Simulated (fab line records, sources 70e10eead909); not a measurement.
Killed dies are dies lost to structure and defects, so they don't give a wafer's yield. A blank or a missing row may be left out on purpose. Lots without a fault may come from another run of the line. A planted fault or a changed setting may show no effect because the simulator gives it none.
Chamber matching | flow nand_harc | NHARC_A_BONDPAD_STRIP_15 on rie_diel-04: 4 sister chambers
The step strips in O2. 4 wafers are shown with their chamber, then 9 later ones without.

WAFERS WITH THEIR CHAMBER
wafer  | chamber | showerhead_plenum_p_Torr (Torr)
L083.3 | 0       | 3.57
L087.1 | 1       | 3.35
L090.5 | 3       | 3.33
L090.6 | 2       | 3.61

WAFERS WITHOUT THEIR CHAMBER
wafer  | showerhead_plenum_p_Torr (Torr)
L094.2 | 3.35
L094.4 | 3.33
L094.6 | 3.61
L097.1 | 3.35
L097.2 | 3.61
L097.3 | 3.32
L097.4 | 3.57
L097.5 | 3.61
L097.6 | 3.35

WHICH CHAMBER EACH WENT THROUGH
wafer  | from the rows above | in truth
L094.2 | 1                   | 1
L094.4 | 3                   | 3
L094.6 | 2                   | 2
L097.1 | 1                   | 1
L097.2 | 2                   | 2
L097.3 | 3                   | 3
L097.4 | 0                   | 0
L097.5 | 2                   | 2
L097.6 | 1                   | 1
Placed correctly: 9 of 9. Can't be placed from these rows: 0. Placed wrongly: 0.
How it was worked out, from the rows above alone: a wafer's distance from a chamber is the root of the sum, over the readings, of the square of ((its reading less the chamber's mean) divided by the reading's scatter). The wafer belongs to the nearest chamber; if the next one is less than 2 further off, it can't be placed. A chamber's mean is the mean of its shown wafers. The scatter: with one shown wafer a chamber, the root of the mean of the squares of how far each hidden wafer lies from its nearest shown one.
